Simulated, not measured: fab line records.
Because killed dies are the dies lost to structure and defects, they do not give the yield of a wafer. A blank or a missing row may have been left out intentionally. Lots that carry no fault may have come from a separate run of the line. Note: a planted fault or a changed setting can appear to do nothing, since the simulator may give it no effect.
fab line records	flow n5_finfet	part 1 of 2: steps 1 to 4 of 6
record lots=18	wafers=54	last_day=18
route steps=1938 shown MOL_CONTACT_COAG@535 BEOL_M0_SAQP@632
lots untouched by any fault: they come from a run of this same line in which no faults occurred
start_h: hours from the record's opening day to when the first of the lot's shown wafers began	wait_h: time in hours since the lot's previous step	" unchanged from the row above	L1.1+2: a single row standing in for several wafers	- no value, or no start given	* or withheld: withheld	< > ~ a bound
route shown NAME@n: a module of which the file shows steps, and the number in the route of the first	usual: mean/standard deviation of fault-free wafers	same: alike in all rows	chamber/n: place in a boat	sites: readings site by site	_std_site: standard deviation across them	_edge_site: the outer-site mean with the inner-site mean subtracted	radius_mm: how far each site lies from the wafer's centre	mask NAME#n: copy n	behind: the last tool/chamber to shape the wafer	hold: why the lot was held/for how many hours/how that ended	device: the transistor (n, p or np) that didn't switch	end of line: the route-end tests of the same wafers	step lacking rows: just its recipe	killed: dies lost to structure and defects at the first sort, not the wafer's yield	map: the dies of a wafer, with x for killed, . for not killed, _ for no die there
set.NAME: the run value of the setting; set.NAME@STEP: its run value at that earlier step	model.NAME: the simulator's own value behind a step, which no gauge read
a sample of lots followed through the steps of the route, with each step as a table and each wafer as a row
services: the hour from which a tool's chamber was out of use, counted from the record's first day as start_h (under 0 if before that day), plus the number of hours and why
## steps
# step N5_MOL_CONTACT_COAG_CONTACT_ETCH_14
# recipe chemistry=C4F6/O2	target=SiO2	target_depth_a=275	overetch_a=85	mask_material=SOC	pressure_mtorr=30	source_w=370	bias_w=185	Ar_flow_sccm=300	C4F6_flow_sccm=16	O2_flow_sccm=10	time_s=20	ion_energy_ev=259.6
# usual bias_w=185.0/0.62	drypump_motor_current_A=5.7/0.45	oes_product_au=0.69/0.055	rf_fwd_power_W=364.5/1.9	rf_vpp_V=692/3.1	showerhead_plenum_p_Torr=2.86/0.087	throttle_valve_pct=21.26/0.14
lot.wafer	tool	chamber	start_h	wait_h	bias_w	drypump_motor_current_A	oes_product_au	rf_fwd_power_W	rf_hours_counter_h	rf_vpp_V	showerhead_plenum_p_Torr	throttle_valve_pct
L074.3	rie_diel-02	2	88.76	0.0	185.0	5.7	0.80	364.7	10	692	2.84	21.43
L074.4	"	0	"	"	185.4	5.3	0.62	368.1	162	693	2.89	21.39
L074.6	"	1	"	"	186.7	6.1	0.67	364.5	-	689	2.79	21.35
L075.1	rie_diel-02	0	94.30	0.0	186.2	5.2	0.62	365.9	164	694	2.89	21.37
L075.3	"	1	"	"	186.2	6.1	0.67	367.1	106	688	2.79	21.33
L075.5	"	2	"	"	185.0	5.7	0.81	364.2	-	691	2.84	21.41
L076.3	rie_diel-01	2	100.49	0.0	184.0	5.6	0.68	359.4	89	694	2.91	21.20
L076.5	"	2	"	"	183.8	5.6	0.69	361.5	-	694	2.91	21.18
L076.6	"	1	"	"	185.3	5.0	0.59	363.0	-	688	2.73	21.47
L079.2	rie_diel-02	0	126.00	0.0	185.4	5.2	0.62	365.5	179	692	2.88	21.41
L079.3	"	2	"	"	185.8	5.7	0.76	367.1	28	691	2.83	21.47
L079.6	"	2	"	"	185.7	5.7	0.77	365.1	-	690	2.83	21.44
L081.1	rie_diel-04	2	132.72	0.0	184.8	4.7	0.78	363.9	26	694	2.93	20.95
L081.3	"	3	"	"	184.9	5.5	0.74	363.3	36	694	2.96	21.37
L081.6	"	0	"	"	184.6	6.1	0.76	363.4	-	691	2.84	21.28
L082.4	rie_diel-02	1	137.91	0.0	184.1	6.1	0.66	364.3	-	690	2.78	21.36
L082.5	"	3	"	"	183.9	5.9	0.66	366.5	-	697	3.02	20.95
L082.6	"	2	"	"	183.6	5.7	0.77	365.2	-	691	2.83	21.46
L083.3	rie_diel-02	2	144.51	0.0	185.4	5.7	0.76	366.7	35	691	2.83	21.46
L083.4	"	1	"	"	184.5	6.1	0.66	365.7	130	691	2.78	21.36
L083.6	"	1	"	"	184.9	6.1	0.66	365.3	-	687	2.78	21.36
L084.1	rie_diel-01	1	153.79	0.0	184.7	5.1	0.58	363.5	246	688	2.72	21.49
L084.4	"	2	"	"	185.0	5.6	0.66	361.4	117	694	2.90	21.23
L084.6	"	1	"	"	184.8	5.0	0.59	362.6	-	688	2.72	21.48
L086.1	rie_diel-02	2	161.14	0.0	185.9	5.7	0.74	363.2	42	690	2.83	21.45
L086.2	"	0	"	"	184.6	5.2	0.61	367.0	188	691	2.88	21.42
L086.3	"	3	"	"	185.1	5.9	0.66	363.7	129	696	3.02	20.96
L087.1	rie_diel-01	0	166.26	0.0	185.0	6.2	0.71	367.0	60	691	2.81	21.26
L087.4	"	0	"	"	185.3	6.2	0.71	367.8	-	690	2.81	21.25
L087.5	"	3	"	"	184.4	6.2	0.68	365.8	-	689	2.80	21.24
L088.1	rie_diel-01	2	174.05	0.0	184.4	5.6	0.65	361.8	124	691	2.89	21.25
L088.3	"	0	"	"	186.2	6.2	0.71	365.4	63	690	2.81	21.27
L088.6	"	2	"	"	184.5	5.6	0.65	363.6	-	692	2.89	21.25
L089.3	rie_diel-02	2	181.20	0.0	185.2	5.7	0.73	363.9	49	690	2.82	21.48
L089.4	"	0	"	"	185.4	5.3	0.61	366.7	195	690	2.87	21.44
L089.6	"	0	"	"	185.2	5.2	0.60	364.8	-	691	2.87	21.42
L090.2	rie_diel-02	1	183.81	0.0	185.0	6.2	0.64	363.9	143	689	2.77	21.38
L090.4	"	0	"	"	184.8	5.2	0.60	366.3	196	692	2.87	21.44
L090.6	"	1	"	"	186.2	6.2	0.64	363.0	-	689	2.77	21.38
L093.2	rie_diel-01	2	202.09	0.0	185.3	5.6	0.64	360.9	136	694	2.89	21.27
L093.4	"	1	"	"	185.4	5.0	0.78	362.6	7	699	3.06	21.16
L093.5	"	2	"	"	185.7	5.6	0.65	360.7	-	692	2.89	21.25
L092.1	rie_diel-01	1	207.53	0.0	184.6	5.0	0.78	363.7	9	700	3.06	21.16
L092.2	"	3	"	"	185.0	6.1	0.65	363.5	125	690	2.79	21.28
L092.5	"	1	"	"	185.6	5.1	0.77	363.2	-	699	3.06	21.15
L094.3	rie_diel-04	1	208.58	0.0	184.1	5.4	0.64	366.5	151	689	2.76	21.27
L094.4	"	1	"	"	184.7	5.4	0.65	364.4	-	688	2.76	21.28
L094.5	"	0	"	"	184.2	6.1	0.72	361.3	-	691	2.83	21.31
L095.2	rie_diel-04	3	216.30	0.0	185.8	5.5	0.72	363.4	59	693	2.95	21.41
L095.3	"	0	"	"	185.7	6.1	0.72	363.4	53	691	2.83	21.31
L095.5	"	2	"	"	185.5	4.7	0.73	368.7	-	694	2.91	21.00
L096.2	rie_diel-01	3	222.44	0.0	184.5	6.2	0.65	366.5	130	688	2.79	21.28
L096.4	"	0	"	"	185.9	6.2	0.69	366.5	81	690	2.80	21.31
L096.6	"	0	"	"	185.2	6.2	0.69	367.5	-	691	2.80	21.29
# step N5_MOL_CONTACT_COAG_DESCUM_88
# recipe chemistry=O2	time_s=7	source_power_w=50	bias_power_w=20	pressure_mtorr=20	rf_frequency_hz=2.712e+07	temp_c=40	resist=CAR-EUV	o2_flow_sccm=225
# usual drypump_motor_current_A=5.7/0.47	oes_product_au=0.81/0.07	rf_fwd_power_W=49.48/0.18	rf_vpp_V=242.8/1.2	showerhead_plenum_p_Torr=2.07/0.069	throttle_valve_pct=20.33/0.13
lot.wafer	tool	chamber	start_h	wait_h	drypump_motor_current_A	oes_product_au	rf_fwd_power_W	rf_hours_counter_h	rf_vpp_V	showerhead_plenum_p_Torr	throttle_valve_pct
L074.3	rie_diel-02	2	99.01	0.9	5.7	0.95	49.33	14	243.0	2.03	20.36
L074.4	"	3	"	"	5.9	0.80	49.34	103	245.2	2.21	20.08
L074.6	"	0	"	"	5.2	0.71	49.71	-	241.6	2.07	20.34
L075.1	rie_diel-01	3	105.19	1.0	6.1	0.81	49.73	83	241.1	2.03	20.33
L075.3	"	2	"	"	5.6	0.81	49.21	92	243.6	2.12	20.38
L075.5	"	0	"	"	6.2	0.89	49.64	-	241.8	2.04	20.29
L076.3	rie_diel-02	3	112.98	0.0	5.9	0.78	49.46	110	244.4	2.20	20.09
L076.5	"	2	"	"	5.7	0.92	49.60	-	242.6	2.03	20.37
L076.6	"	1	"	"	6.1	0.78	49.52	-	241.8	2.00	20.36
L079.2	rie_diel-04	1	135.39	0.0	5.4	0.77	49.72	122	241.9	2.01	20.46
L079.3	"	2	"	"	4.7	0.91	49.45	26	244.5	2.13	20.11
L079.6	"	2	"	"	4.7	0.91	49.45	-	244.2	2.13	20.11
L081.1	rie_diel-01	0	143.85	0.2	6.2	0.85	49.73	52	243.5	2.03	20.30
L081.3	"	2	"	"	5.6	0.79	49.05	113	242.6	2.11	20.40
L081.6	"	1	"	"	5.0	0.69	49.58	-	240.6	1.99	20.76
L082.4	rie_diel-04	1	147.56	0.0	5.4	0.77	49.62	128	242.3	2.01	20.46
L082.5	"	1	"	"	5.4	0.77	49.35	-	241.6	2.01	20.45
L082.6	"	0	"	"	6.1	0.89	48.98	-	243.0	2.03	20.18
L083.3	rie_diel-04	3	152.88	0.0	5.5	0.85	49.44	43	245.4	2.13	20.36
L083.4	"	0	"	"	6.1	0.89	49.20	26	241.9	2.03	20.18
L083.6	"	0	"	"	6.1	0.89	49.20	-	241.0	2.03	20.17
L084.1	rie_diel-04	1	163.19	0.1	5.4	0.77	49.38	134	242.7	2.01	20.46
L084.4	"	0	"	"	6.1	0.89	49.34	31	242.6	2.03	20.17
L084.6	"	3	"	"	5.5	0.85	49.27	-	242.5	2.13	20.39
L086.1	rie_diel-02	0	172.99	0.0	5.2	0.70	49.48	192	242.2	2.06	20.39
L086.2	"	3	"	"	5.9	0.78	49.64	133	245.0	2.19	20.13
L086.3	"	1	"	"	6.1	0.78	49.47	139	241.0	1.99	20.39
L087.1	rie_diel-02	0	180.39	0.3	5.2	0.69	49.51	195	243.2	2.06	20.39
L087.4	"	2	"	"	5.7	0.88	49.50	49	242.7	2.02	20.39
L087.5	"	1	"	"	6.2	0.77	49.56	-	242.9	1.99	20.40
L088.1	rie_diel-04	1	184.17	0.0	5.4	0.76	49.60	141	241.2	2.01	20.48
L088.3	"	2	"	"	4.7	0.88	49.74	43	242.8	2.12	20.15
L088.6	"	2	"	"	4.7	0.88	49.46	-	243.9	2.12	20.16
L089.3	rie_diel-01	1	189.71	0.0	5.1	0.95	49.25	2	245.1	2.25	20.47
L089.4	"	2	"	"	5.6	0.77	49.03	131	243.1	2.11	20.45
L089.6	"	1	"	"	5.0	0.96	49.05	-	245.9	2.25	20.47
L090.2	rie_diel-04	3	193.77	0.8	5.5	0.84	49.46	58	244.1	2.13	20.39
L090.4	"	0	"	"	6.1	0.86	49.42	42	241.2	2.02	20.21
L090.6	"	1	"	"	5.3	0.75	49.52	-	240.2	2.01	20.49
L093.2	rie_diel-04	0	213.20	0.0	6.1	0.86	49.55	51	242.5	2.02	20.20
L093.4	"	2	"	"	4.7	0.86	49.50	-	244.0	2.12	20.17
L093.5	"	1	"	"	5.4	0.74	49.45	-	241.9	2.00	20.50
L094.3	rie_diel-02	0	221.30	0.3	5.2	0.68	49.90	211	241.9	2.06	20.41
L094.4	"	1	"	"	6.1	0.74	49.66	-	241.7	1.99	20.42
L094.5	"	3	"	"	5.9	0.76	49.56	-	244.1	2.19	20.16
L092.1	rie_diel-02	3	221.41	0.2	5.9	0.75	49.67	151	245.2	2.19	20.17
L092.2	"	0	"	"	5.2	0.69	49.21	211	243.8	2.06	20.40
L092.5	"	3	"	"	5.9	0.75	49.41	-	245.5	2.19	20.17
L095.2	rie_diel-02	1	225.19	0.0	6.1	0.75	49.47	160	242.3	1.99	20.43
L095.3	"	0	"	"	5.2	0.69	49.55	213	243.2	2.06	20.41
L095.5	"	0	"	"	5.3	0.69	49.47	-	243.4	2.06	20.44
L096.2	rie_diel-01	3	231.90	0.0	6.2	0.77	49.74	133	243.6	2.02	20.42
L096.4	"	0	"	"	6.2	0.82	49.77	-	242.1	2.02	20.37
L096.6	"	3	"	"	6.2	0.76	49.65	-	243.2	2.02	20.43
# step N5_MOL_CONTACT_COAG_ETCH_90
# recipe chemistry=CF4	target=SiARC	target_depth_a=130	mask_material=CAR-EUV	time_s=21.7	ion_energy_ev=80	pressure_mtorr=40	source_w=545	bias_w=36	Ar_flow_sccm=100	cf4_flow_sccm=100	ends=cleared
# usual bias_w=35.99/0.11	drypump_motor_current_A=5.7/0.47	etch_rf_on_time_s=21.7/0.36	oes_product_au=0.69/0.06	rf_fwd_power_W=531.9/1.7	rf_vpp_V=183.8/1.1	showerhead_plenum_p_Torr=2.13/0.06	throttle_valve_pct=15.56/0.15
lot.wafer	tool	chamber	start_h	wait_h	bias_w	drypump_motor_current_A	etch_rf_on_time_s	oes_product_au	rf_fwd_power_W	rf_hours_counter_h	rf_vpp_V	showerhead_plenum_p_Torr	throttle_valve_pct
L074.3	rie_diel-02	2	99.07	0.0	36.00	5.7	21.1	0.81	531.0	14	183.7	2.11	15.60
L074.4	"	3	"	"	36.05	5.9	21.4	0.68	529.2	103	184.3	2.25	15.26
L074.6	"	0	"	"	35.91	5.2	22.0	0.63	533.0	-	184.3	2.14	15.70
L075.1	rie_diel-01	3	105.25	0.0	35.86	6.1	22.0	0.69	531.7	83	182.6	2.08	15.46
L075.3	"	2	"	"	36.14	5.6	21.7	0.68	533.6	92	184.4	2.16	15.50
L075.5	"	0	"	"	36.13	6.2	21.2	0.76	533.6	-	182.7	2.11	15.58
L076.3	rie_diel-02	3	113.04	0.0	35.92	5.9	21.8	0.67	532.9	110	183.8	2.24	15.25
L076.5	"	2	"	"	36.00	5.7	21.4	0.79	530.7	-	182.7	2.11	15.63
L076.6	"	1	"	"	36.07	6.1	21.6	0.67	531.9	-	182.8	2.07	15.67
L079.2	rie_diel-04	1	135.44	0.0	35.94	5.4	21.7	0.67	531.5	122	183.3	2.07	15.57
L079.3	"	2	"	"	35.88	4.7	21.8	0.77	532.5	26	184.4	2.18	15.27
L079.6	"	2	"	"	35.99	4.7	21.7	0.78	533.1	-	182.7	2.18	15.29
L081.1	rie_diel-01	0	143.90	0.0	36.05	6.2	20.7	0.74	535.5	52	183.4	2.10	15.62
L081.3	"	2	"	"	36.09	5.6	21.7	0.66	531.9	113	184.1	2.15	15.55
L081.6	"	1	"	"	36.10	5.0	21.2	0.59	530.3	-	182.6	2.02	15.85
L082.4	rie_diel-04	1	147.62	0.0	35.89	5.4	21.9	0.66	528.2	128	183.1	2.06	15.59
L082.5	"	1	"	"	36.04	5.4	21.6	0.66	530.1	-	185.4	2.06	15.59
L082.6	"	0	"	"	35.72	6.1	21.6	0.76	533.6	-	185.0	2.12	15.54
L083.3	rie_diel-04	3	152.93	0.0	36.12	5.5	21.9	0.73	533.3	43	184.8	2.19	15.53
L083.4	"	0	"	"	35.96	6.1	21.5	0.76	530.3	26	183.5	2.12	15.56
L083.6	"	0	"	"	35.85	6.1	21.6	0.76	531.3	-	184.3	2.12	15.54
L084.1	rie_diel-04	1	163.24	0.0	36.07	5.4	21.5	0.65	532.6	134	183.9	2.06	15.59
L084.4	"	0	"	"	35.93	6.1	21.3	0.75	530.6	31	185.0	2.12	15.55
L084.6	"	3	"	"	35.87	5.5	21.9	0.72	534.1	-	183.9	2.19	15.54
L086.1	rie_diel-02	0	173.05	0.0	35.85	5.2	22.4	0.60	534.1	192	185.0	2.14	15.75
L086.2	"	3	"	"	35.72	5.9	21.8	0.64	530.8	133	186.6	2.23	15.33
L086.3	"	1	"	"	36.05	6.1	21.7	0.65	531.6	139	184.9	2.06	15.72
L087.1	rie_diel-02	0	180.44	0.0	36.02	5.2	22.3	0.60	533.1	195	183.6	2.14	15.77
L087.4	"	2	"	"	35.96	5.7	21.3	0.75	531.2	49	183.5	2.10	15.70
L087.5	"	1	"	"	35.92	6.1	21.7	0.65	532.9	-	184.2	2.06	15.72
L088.1	rie_diel-04	1	184.22	0.0	36.18	5.4	21.5	0.65	531.4	141	183.6	2.06	15.61
L088.3	"	2	"	"	35.88	4.7	21.6	0.75	531.0	43	186.0	2.17	15.33
L088.6	"	2	"	"	35.78	4.7	21.9	0.75	531.0	-	183.5	2.17	15.33
L089.3	rie_diel-01	1	189.77	0.0	35.82	5.0	21.4	0.81	529.4	2	185.6	2.27	15.37
L089.4	"	2	"	"	36.07	5.6	21.8	0.65	532.3	131	184.1	2.15	15.59
L089.6	"	1	"	"	35.80	5.0	21.5	0.82	529.8	-	185.9	2.27	15.39
L090.2	rie_diel-04	3	193.83	0.0	35.94	5.5	22.1	0.71	530.1	58	185.8	2.18	15.58
L090.4	"	0	"	"	35.98	6.1	21.7	0.74	530.1	42	184.8	2.11	15.57
L090.6	"	1	"	"	35.90	5.4	22.0	0.65	533.7	-	182.7	2.06	15.61
L093.2	rie_diel-04	0	213.25	0.0	35.84	6.1	21.6	0.73	532.5	51	183.1	2.11	15.59
L093.4	"	2	"	"	35.92	4.7	22.2	0.73	531.8	-	184.6	2.17	15.35
L093.5	"	1	"	"	36.01	5.4	21.9	0.64	533.6	-	181.9	2.06	15.62
L094.3	rie_diel-02	0	221.36	0.0	35.97	5.2	22.4	0.59	534.9	211	183.9	2.13	15.80
L094.4	"	1	"	"	35.96	6.1	21.8	0.63	534.6	-	183.2	2.06	15.75
L094.5	"	3	"	"	35.85	5.9	21.6	0.65	529.7	-	185.1	2.23	15.35
L092.1	rie_diel-02	3	221.47	0.0	35.98	5.9	21.5	0.64	529.7	151	184.3	2.23	15.35
L092.2	"	0	"	"	36.23	5.2	22.2	0.59	532.8	211	183.8	2.13	15.79
L092.5	"	3	"	"	35.93	5.9	21.7	0.64	531.4	-	184.4	2.23	15.35
L095.2	rie_diel-02	1	225.24	0.0	36.03	6.1	21.7	0.63	532.4	160	184.6	2.06	15.77
L095.3	"	0	"	"	35.84	5.2	22.5	0.58	535.5	213	184.7	2.13	15.82
L095.5	"	0	"	"	35.98	5.2	22.6	0.59	534.6	-	183.5	2.13	15.81
L096.2	rie_diel-01	3	231.95	0.0	35.83	6.2	22.4	0.63	531.9	133	183.3	2.06	15.57
L096.4	"	0	"	"	35.95	6.2	21.6	0.69	532.6	-	183.6	2.09	15.69
L096.6	"	3	"	"	35.98	6.2	22.4	0.63	533.8	-	183.9	2.06	15.56
# step N5_MOL_CONTACT_COAG_ALD_133
# recipe material=SiO2	target_thk_a=50	temp_c=100	ald_precursor_family=BDEAS	ald_co_reactant=O2-plasma	pulse_time_s=1	co_reactant_pulse_time_s=1	purge_time_s=2	co_reactant_purge_time_s=2	ald_cycles=35	pressure_torr=2
# usual heater_power_outer_w=41/4.3	heater_power_w=79/7.4	precursor_pulse_height_rel=0.998/0.018
lot.wafer	tool	chamber	start_h	wait_h	heater_power_outer_w	heater_power_w	precursor_pulse_height_rel
L074.3	ald_sin-03	0	100.93	0.1	40	74	0.995
L074.4	"	2	"	"	39	79	1.019
L074.6	"	2	"	"	39	77	0.970
L075.1	ald_sin-03	2	106.76	0.1	39	79	0.991
L075.3	"	1	"	"	43	85	0.991
L075.5	"	0	"	"	39	74	0.988
L076.3	ald_sin-03	0	115.31	0.1	39	75	0.991
L076.5	"	1	"	"	42	83	1.000
L076.6	"	2	"	"	39	79	1.006
L079.2	ald_sin-02	3	138.02	0.7	39	75	0.982
L079.3	"	1	"	"	48	89	1.009
L079.6	"	1	"	"	48	87	0.982
L081.1	ald_sin-02	1	145.74	0.2	48	87	1.007
L081.3	"	0	"	"	39	74	1.011
L081.6	"	0	"	"	39	74	1.010
L082.4	ald_sin-02	0	149.51	0.1	39	77	1.008
L082.5	"	3	"	"	40	73	0.981
L082.6	"	0	"	"	39	75	1.007
L083.3	ald_sin-02	3	154.66	0.4	41	74	1.002
L083.4	"	0	"	"	40	76	1.022
L083.6	"	1	"	"	48	86	0.994
L084.1	ald_sin-03	3	164.98	0.1	47	91	0.999
L084.4	"	2	"	"	40	79	1.040
L084.6	"	0	"	"	41	75	1.010
L086.1	ald_sin-04	1	174.87	0.1	35	71	0.969
L086.2	"	0	"	"	39	81	0.987
L086.3	"	3	"	"	45	87	0.998
L087.1	ald_sin-03	0	182.24	0.1	40	72	0.973
L087.4	"	2	"	"	39	78	1.018
L087.5	"	1	"	"	42	83	1.006
L088.1	ald_sin-02	2	185.67	0.1	35	66	1.010
L088.3	"	1	"	"	48	88	0.991
L088.6	"	3	"	"	39	73	0.994
L089.3	ald_sin-03	2	191.09	0.1	40	80	0.968
L089.4	"	0	"	"	40	74	1.029
L089.6	"	0	"	"	40	75	0.983
L090.2	ald_sin-02	1	195.31	0.1	47	89	1.031
L090.4	"	3	"	"	40	73	1.014
L090.6	"	0	"	"	39	76	1.012
L093.2	ald_sin-02	1	214.76	0.1	48	88	0.956
L093.4	"	0	"	"	39	76	1.005
L093.5	"	2	"	"	35	65	0.995
L094.3	ald_sin-03	2	223.17	0.1	40	79	0.987
L094.4	"	0	"	"	40	74	1.002
L094.5	"	2	"	"	40	78	1.023
L092.1	ald_sin-04	1	223.28	0.1	31	66	1.009
L092.2	"	0	"	"	38	78	1.007
L092.5	"	2	"	"	44	80	0.993
L095.2	ald_sin-04	3	226.83	0.2	43	87	0.975
L095.3	"	0	"	"	37	75	0.992
L095.5	"	0	"	"	36	77	1.004
L096.2	ald_sin-03	2	233.30	0.1	40	78	1.007
L096.4	"	3	"	"	49	91	1.035
L096.6	"	3	"	"	48	89	0.986
